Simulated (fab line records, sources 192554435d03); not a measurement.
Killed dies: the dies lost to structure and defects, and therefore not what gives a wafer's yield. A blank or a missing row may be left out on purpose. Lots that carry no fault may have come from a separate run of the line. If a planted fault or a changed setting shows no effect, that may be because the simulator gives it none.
Lot-split experiment / flow n5-finfet / on a route of 1938 steps: 7 lots, 21 wafers read

## ABOUT THE SPLIT
At N5_SD_EPI_N_EPI_21 (deposits Si:P, time 690 s), the setting temp-c was moved away from the recipe's 680 C on 7 of the 21 wafers read, by -0.4% to +0.7%. All remaining wafers had this setting at the recipe value.

## FROM THE SPLIT TO THE READING: what the file shows between them, 10 steps
- N5_SD_EPI_N_PRECLEAN_24: cleans in O3/DIW, time 60 s
- N5_SD_EPI_N_SRD_25: time 30 s
- N5_SD_EPI_N_PRECLEAN_49: cleans in NF3:NH3, afs cycles 1, time 20 s, sublimation time 60 s
- N5_SD_EPI_P_HM_STRIP_48: strips SiNx in H3PO4, material SiNx, target depth 3 nm
- N5_SD_EPI_P_SRD_49: time 30 s
- N5_SD_EPI_P_PRECLEAN_24: cleans in O3/DIW, time 45 s
- N5_SD_EPI_P_PRECLEAN_32: cleans in dHF, time 10 s
- N5_SD_EPI_P_PRECLEAN_33: cleans in SC2, time 45 s
- N5_SD_ACTIVATION_RTA_00: time 0 s
- N5_SD_ACTIVATION_LSA_01: time 0.0008 s

## THE READING
RS_SD_N, in ohm/sq, at N5_SD_ACTIVATION_RS_MEAS_03 (measures by four-point-probe). On this fab line, fault-free wafers typically give 21.87 ohm/sq with a standard deviation of 0.28 ohm/sq.

wafer=L074.4; tool, chamber at the split=epi-rpcvd-03, 0; temp-c as run, C=682; against the recipe=+0.3%; RS_SD_N, ohm/sq=21.36; against lot-mates on the recipe=-0.59
wafer=L074.5; tool, chamber at the split=epi-rpcvd-03, 0; temp-c as run, C=680; against the recipe=recipe; RS_SD_N, ohm/sq=21.95; against lot-mates on the recipe=-
wafer=L074.6; tool, chamber at the split=epi-rpcvd-03, 0; temp-c as run, C=682; against the recipe=+0.3%; RS_SD_N, ohm/sq=21.44; against lot-mates on the recipe=-0.51
wafer=L075.2; tool, chamber at the split=epi-rpcvd-02, 0; temp-c as run, C=677.6; against the recipe=-0.4%; RS_SD_N, ohm/sq=22.75; against lot-mates on the recipe=+0.89
wafer=L075.3; tool, chamber at the split=epi-rpcvd-02, 0; temp-c as run, C=680; against the recipe=recipe; RS_SD_N, ohm/sq=21.87; against lot-mates on the recipe=-
wafer=L075.4; tool, chamber at the split=epi-rpcvd-02, 0; temp-c as run, C=680; against the recipe=recipe; RS_SD_N, ohm/sq=21.84; against lot-mates on the recipe=-
wafer=L084.3; tool, chamber at the split=epi-rpcvd-03, 0; temp-c as run, C=680; against the recipe=recipe; RS_SD_N, ohm/sq=21.80; against lot-mates on the recipe=-
wafer=L084.5; tool, chamber at the split=epi-rpcvd-03, 0; temp-c as run, C=680; against the recipe=recipe; RS_SD_N, ohm/sq=21.97; against lot-mates on the recipe=-
wafer=L084.6; tool, chamber at the split=epi-rpcvd-03, 0; temp-c as run, C=680; against the recipe=recipe; RS_SD_N, ohm/sq=21.61; against lot-mates on the recipe=-
wafer=L088.1; tool, chamber at the split=epi-rpcvd-03, 0; temp-c as run, C=680; against the recipe=recipe; RS_SD_N, ohm/sq=21.59; against lot-mates on the recipe=-
wafer=L088.3; tool, chamber at the split=epi-rpcvd-03, 0; temp-c as run, C=680; against the recipe=recipe; RS_SD_N, ohm/sq=21.37; against lot-mates on the recipe=-
wafer=L088.5; tool, chamber at the split=epi-rpcvd-03, 0; temp-c as run, C=684.6; against the recipe=+0.7%; RS_SD_N, ohm/sq=20.46; against lot-mates on the recipe=-1.02
wafer=L091.1; tool, chamber at the split=epi-rpcvd-04, 0; temp-c as run, C=680; against the recipe=recipe; RS_SD_N, ohm/sq=22.25; against lot-mates on the recipe=-
wafer=L091.2; tool, chamber at the split=epi-rpcvd-04, 0; temp-c as run, C=680; against the recipe=recipe; RS_SD_N, ohm/sq=21.64; against lot-mates on the recipe=-
wafer=L091.5; tool, chamber at the split=epi-rpcvd-04, 0; temp-c as run, C=680; against the recipe=recipe; RS_SD_N, ohm/sq=22.34; against lot-mates on the recipe=-
wafer=L093.1; tool, chamber at the split=epi-rpcvd-04, 0; temp-c as run, C=680; against the recipe=recipe; RS_SD_N, ohm/sq=22.14; against lot-mates on the recipe=-
wafer=L093.2; tool, chamber at the split=epi-rpcvd-04, 0; temp-c as run, C=680; against the recipe=recipe; RS_SD_N, ohm/sq=22.18; against lot-mates on the recipe=-
wafer=L093.5; tool, chamber at the split=epi-rpcvd-04, 0; temp-c as run, C=680; against the recipe=recipe; RS_SD_N, ohm/sq=22.11; against lot-mates on the recipe=-
wafer=L097.4; tool, chamber at the split=epi-rpcvd-03, 0; temp-c as run, C=682.3; against the recipe=+0.3%; RS_SD_N, ohm/sq=21.05; against lot-mates on the recipe=no lot-mate on the recipe
wafer=L097.5; tool, chamber at the split=epi-rpcvd-03, 0; temp-c as run, C=682.3; against the recipe=+0.3%; RS_SD_N, ohm/sq=21.10; against lot-mates on the recipe=no lot-mate on the recipe
wafer=L097.6; tool, chamber at the split=epi-rpcvd-03, 0; temp-c as run, C=682.3; against the recipe=+0.3%; RS_SD_N, ohm/sq=21.11; against lot-mates on the recipe=no lot-mate on the recipe

THE FIT
A straight line over all 21 wafers: RS_SD_N changes by -2.2 ohm/sq for each +1% of temp-c; r = -0.89; the points scatter about the line by 0.24 ohm/sq.
The same after taking each lot's own level away (the mean of its wafers on the recipe; 18 wafers): -1.79 ohm/sq for each +1%; r = -0.91; scatter 0.17 ohm/sq.
According to that fit, moving temp-c by its largest amount changes the reading by 1.2 ohm/sq.
From 21.480 to 22.143 ohm/sq: that is the span of the lots' own levels, equal to 2.4 times the standard deviation above.
Thus the slope moves with the lot-to-lot level: the two fits are different.
Check: for one of the wafers moved furthest among these (+0.7%), held out of the fit, the line's prediction against its lot-mates is -1.45 ohm/sq. Against them it came out at -1.02 ohm/sq.

## THE WHOLE CHAIN: every reading that the file lists as answering this split, in the file's order
step=N5_SD_EPI_N_EPI_21; what it does=deposits Si:P, time 690 s; reading=Si-P_of_SD_EPI_N_EPI_21.thk-nm (the simulator's own value, which no gauge read); change (the file's fit)=+6.03 nm for each +1% of the setting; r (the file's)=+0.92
step=N5_SD_EPI_N_PRECLEAN_24; what it does=cleans in O3/DIW, time 60 s; reading=Si-P_of_SD_EPI_N_EPI_21.thk-nm (the simulator's own value, which no gauge read); change (the file's fit)=+5.83 nm for each +1% of the setting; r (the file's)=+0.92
step=N5_SD_EPI_P_PRECLEAN_24; what it does=cleans in O3/DIW, time 45 s; reading=Si-P_of_SD_EPI_N_EPI_21.thk-nm (the simulator's own value, which no gauge read); change (the file's fit)=+5.92 nm for each +1% of the setting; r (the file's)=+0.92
step=N5_SD_ACTIVATION_RS_MEAS_03; what it does=measures by four-point-probe; reading=RS_SD_N; change (the file's fit)=-1.75 for each +1% of the setting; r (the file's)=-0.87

## FILE'S OWN FIT
RS_SD_N changes by -1.75 ohm/sq for each +1% of temp-c, r = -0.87.
